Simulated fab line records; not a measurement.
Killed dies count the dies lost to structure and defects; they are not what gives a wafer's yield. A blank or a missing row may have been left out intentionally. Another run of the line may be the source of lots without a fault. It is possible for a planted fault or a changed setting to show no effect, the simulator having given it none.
A lot that was struck, set against a sound lot / flow nand harc / 15 steps out of a route of 1302
Sound: the wafers L818.4, L818.5, L818.6. Struck: wafer L827.6. (L827.1, L827.3 of the same lot were not struck and are left out.) The cause comes at the end.
For every step that has rows: the tool of each side, followed by ch and its chambers, followed by its first start. Under that, the readings that differ: sound wafers / struck wafers / difference of the means / sigmas: that difference in standard deviations of wafers without a fault.
alike: a reading whose means differ by less than 2 such deviations, as well as words and numbers matching on both sides. not compared: withheld readings; readings where some wafer has no value; bounds like >300 that might hide an equal value; numbers whose values overlap and for which the record gives no deviation.
The two part at a step that has a row with sigmas, a row that says differs or no value, or rows on one side only. Numbers that don't overlap but have no deviation are shown without sigmas and don't part them. A reading that every wafer of one side lacks parts them only if that side has two wafers or more.

first, 4 steps without rows for these wafers: NHARC_P_BONDPAD_EBR_05; NHARC_P_BONDPAD_EXPOSE_06 (exposes mask P BPAD); NHARC_P_BONDPAD_PEB_07 (peb time 80 s); NHARC_P_BONDPAD_DEVELOP_08 (time 50 s).
NHARC_P_BONDPAD_CD_MEAS_09: target cd 500 nm.
  sound on cd sem-01 ch 0, day 9 01:20; struck on cd sem-03 ch 0, day 12 18:10
  alike: cd nm
NHARC_P_BONDPAD_OVL_MEAS_38:
  sound on overlay-01 at day 9 01:25; struck on overlay-02 at day 12 18:16
reading=overlay x nm (nm); sound=7 8 8; struck=-5; difference=-13; sigmas=-3
  alike: overlay y nm
then, 1 step without rows for these wafers: NHARC_P_BONDPAD_HARDBAKE_10 (time 65 s).
NHARC_P_BONDPAD_DESCUM_11: chemistry O2, time 3 s.
  sound on rie diel-02 ch 0,2,3, day 9 01:34; struck on rie diel-12 ch 0, day 12 18:23
  alike: chamber pressure mTorr, drypump motor current A, oes product au, rf vpp V, showerhead plenum p Torr, throttle valve pct
  not compared: rf hours counter h
NHARC_P_BONDPAD_ETCH_37: etches the open film in N2/H2, target depth 60 nm, overetch 18 nm, time 65.91 s.
  sound on rie diel-02 ch 0,1, day 9 01:38; struck on rie diel-12 ch 2, day 12 18:29
  alike: chamber pressure mTorr, drypump motor current A, oes product au, rf vpp V, run length s, showerhead plenum p Torr, throttle valve pct
  not compared: rf hours counter h
NHARC_P_BONDPAD_ETCH_12: etches the open film in CHF3/O2, target depth 200 nm, time 100 s.
  sound on rie diel-02 ch 0,2,3; struck on rie diel-12 ch 1
reading=oes product au (a.u.); sound=0.939 0.923 0.914; struck=0.978; difference=+0.053; sigmas=+2
  alike: chamber pressure mTorr, drypump motor current A, rf vpp V, run length s, showerhead plenum p Torr, throttle valve pct
  not compared: rf hours counter h
NHARC_P_BONDPAD_CD_MEAS_13:
  sound on cd sem-02 at day 9 01:52; struck on cd sem-01 at day 12 18:42
  alike: cd nm
NHARC_P_BONDPAD_STRIP_15: strips in O2.
  sound on rie diel-12 ch 2,3, day 9 01:57; struck on rie diel-12 ch 0, day 12 18:48
  alike: chamber pressure mTorr, drypump motor current A, oes product au, rf vpp V, showerhead plenum p Torr, throttle valve pct
  not compared: rf hours counter h
NHARC_P_BONDPAD_ETCH_24: etches the open film in CF4/N2, target depth 30 nm, time 72.99 s.
  sound on rie diel-12 ch 0,1,3, day 9 02:06; struck on rie diel-12 ch 0, day 12 18:56
reading=run length s (s); sound=93.6 93.5 94.4; struck=75.5; difference=-18.3; sigmas=-46
  alike: chamber pressure mTorr, drypump motor current A, oes product au, rf vpp V, showerhead plenum p Torr, throttle valve pct
  not compared: rf hours counter h
then, 1 step without rows for these wafers: NHARC_P_BONDPAD_STRIP_16 (strips in post etch residue remover, time 600 s).
-- break in the record here, with 18 days between the starts of the struck wafers on either side (left off in module P_BONDPAD, picked up again in module END, where the first step shown is number 1302 on the route) --
NHARC_END_SORT_01:
  sound on prober-02 ch 0, day 26 16:16; struck on prober-02 ch 0, day 30 23:31
  alike: defect limited yield, killed at array, killed at other, killed at periphery, killed dies, killed open, killed short

WHERE THEY PART
First at NHARC_P_BONDPAD_OVL_MEAS_38; last, within this record, at NHARC_P_BONDPAD_ETCH_24. Later steps at which nothing parts them and some readings are alike: NHARC_END_SORT_01.

WHY: whatever the simulator had introduced
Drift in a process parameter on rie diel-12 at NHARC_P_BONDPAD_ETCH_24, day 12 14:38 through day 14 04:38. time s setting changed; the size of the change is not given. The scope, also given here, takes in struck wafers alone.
